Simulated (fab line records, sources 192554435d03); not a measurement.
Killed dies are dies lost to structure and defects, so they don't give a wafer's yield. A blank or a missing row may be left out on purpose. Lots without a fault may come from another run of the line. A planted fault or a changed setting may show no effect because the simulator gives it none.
Chamber matching | flow n5_finfet | N5_BEOL_M0_SAQP_ALD_48 on ald_sin-04: 4 sister chambers
The step deposits SiO2, target thk 20 nm, pulse time 1 s, co reactant pulse time 1 s. 8 wafers are shown with their chamber, then 8 later ones without.

WAFERS WITH THEIR CHAMBER
wafer  | chamber | heater_power_outer_w (W) | heater_power_w (W)
L083.2 | 1       | 42                       | 86
L084.2 | 3       | 39                       | 79
L084.3 | 1       | 43                       | 86
L087.5 | 0       | 39                       | 77
L089.3 | 2       | 44                       | 86
L089.4 | 0       | 39                       | 77
L089.5 | 2       | 44                       | 83
L092.2 | 3       | 41                       | 81

WAFERS WITHOUT THEIR CHAMBER
wafer  | heater_power_outer_w (W) | heater_power_w (W)
L092.5 | 41                       | 82
L092.6 | 39                       | 79
L097.1 | 41                       | 82
L097.3 | 41                       | 81
L097.6 | 42                       | 82
L096.4 | 42                       | 79
L096.5 | 39                       | 76
L096.6 | 40                       | 84

WHICH CHAMBER EACH WENT THROUGH
wafer  | from the rows above          | in truth
L092.5 | can't be placed: 3 or 1      | 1
L092.6 | can't be placed: 3 or 0      | 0
L097.1 | can't be placed: 3 or 1      | 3
L097.3 | 3                            | 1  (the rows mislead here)
L097.6 | can't be placed: 3 or 1 or 2 | 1
L096.4 | can't be placed: 3 or 0      | 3
L096.5 | 0                            | 0
L096.6 | can't be placed: 3 or 1 or 2 | 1
Placed correctly: 1 of 8. Can't be placed from these rows: 6 (the true chamber is among the candidates in 6). Placed wrongly: 1.
How it was worked out, from the rows above alone: a wafer's distance from a chamber is the root of the sum, over the readings, of the square of ((its reading less the chamber's mean) divided by the reading's scatter). The wafer belongs to the nearest chamber; if the next one is less than 2 further off, it can't be placed. A chamber's mean is the mean of its shown wafers. The scatter: the root of (the sum of the squares of (reading less its chamber's mean) over the shown wafers, divided by (wafers less chambers)).
